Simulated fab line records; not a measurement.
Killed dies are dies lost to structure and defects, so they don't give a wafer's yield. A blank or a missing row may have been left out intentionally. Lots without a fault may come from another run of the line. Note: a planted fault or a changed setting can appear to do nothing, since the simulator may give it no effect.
Matching of chambers | flow nand harc | NHARC_P_ZERO_WELL_DESCUM_39 on rie diel-11: 4 sister chambers
The step chemistry O2, time 3 s. 14 wafers are shown with their chamber, then 7 later ones without.

== WAFERS, EACH WITH ITS CHAMBER ==
wafer  | chamber | drypump motor current A (A) | showerhead plenum p Torr (Torr) | rf vpp V (V)
L258.1 | 3       | 5.67                        | 1.93                            | 57.6
L258.2 | 2       | 6.05                        | 1.81                            | 57.3
L258.6 | 2       | 6.06                        | 1.81                            | 56.6
L263.4 | 1       | 5.46                        | 1.84                            | 57.5
L263.5 | 2       | 6.07                        | 1.80                            | 56.8
L263.6 | 1       | 5.48                        | 1.84                            | 58.2
L268.2 | 3       | 5.68                        | 1.91                            | 58.2
L268.3 | 0       | 5.94                        | 1.81                            | 56.7
L268.4 | 2       | 6.06                        | 1.80                            | 57.8
L270.1 | 0       | 5.94                        | 1.81                            | 56.0
L270.2 | 3       | 5.70                        | 1.91                            | 58.7
L270.6 | 1       | 5.47                        | 1.83                            | 58.8
L272.2 | 0       | 5.95                        | 1.81                            | 56.5
L272.3 | 1       | 5.47                        | 1.83                            | 58.2

SIGNATURES, as means of the wafers listed above
reading                  | chamber 0 | chamber 1 | chamber 2 | chamber 3 | scatter within a chamber
drypump motor current A  | 5.9433    | 5.4700    | 6.0600    | 5.6833    | 0.00966
showerhead plenum p Torr | 1.8100    | 1.8350    | 1.8050    | 1.9167    | 0.00683
rf vpp V                 | 56.400    | 58.175    | 57.125    | 58.167    | 0.508
Rule: for a wafer and a chamber, the distance is found by dividing, reading by reading, the gap between the wafer's reading and the chamber's mean by the reading's scatter, squaring, summing and taking the root. If the next closest chamber is less than 2 further off than the closest, the wafer can't be placed; otherwise it belongs to the closest. The scatter: take each reading less its chamber's mean, square it, sum over the shown wafers, divide by the number of wafers less the number of chambers, and take the root.

== WAFERS WITH NO CHAMBER GIVEN ==
wafer  | drypump motor current A (A) | showerhead plenum p Torr (Torr) | rf vpp V (V)
L272.6 | 5.67                        | 1.91                            | 56.0
L280.3 | 5.95                        | 1.80                            | 56.0
L280.4 | 5.47                        | 1.82                            | 57.4
L280.6 | 5.48                        | 1.82                            | 57.1
L281.2 | 5.94                        | 1.80                            | 57.1
L281.3 | 5.70                        | 1.90                            | 56.7
L281.4 | 5.47                        | 1.82                            | 57.4

== WHICH CHAMBER EACH ONE RAN IN ==
wafer  | from the rows above | in truth
L272.6 | 3                   | 3
L280.3 | 0                   | 0
L280.4 | 1                   | 1
L280.6 | 1                   | 1
L281.2 | 0                   | 0
L281.3 | 3                   | 3
L281.4 | 1                   | 1
Correct placement for 7 of the 7. Number that these rows cannot place: 0. 0 placed wrongly.
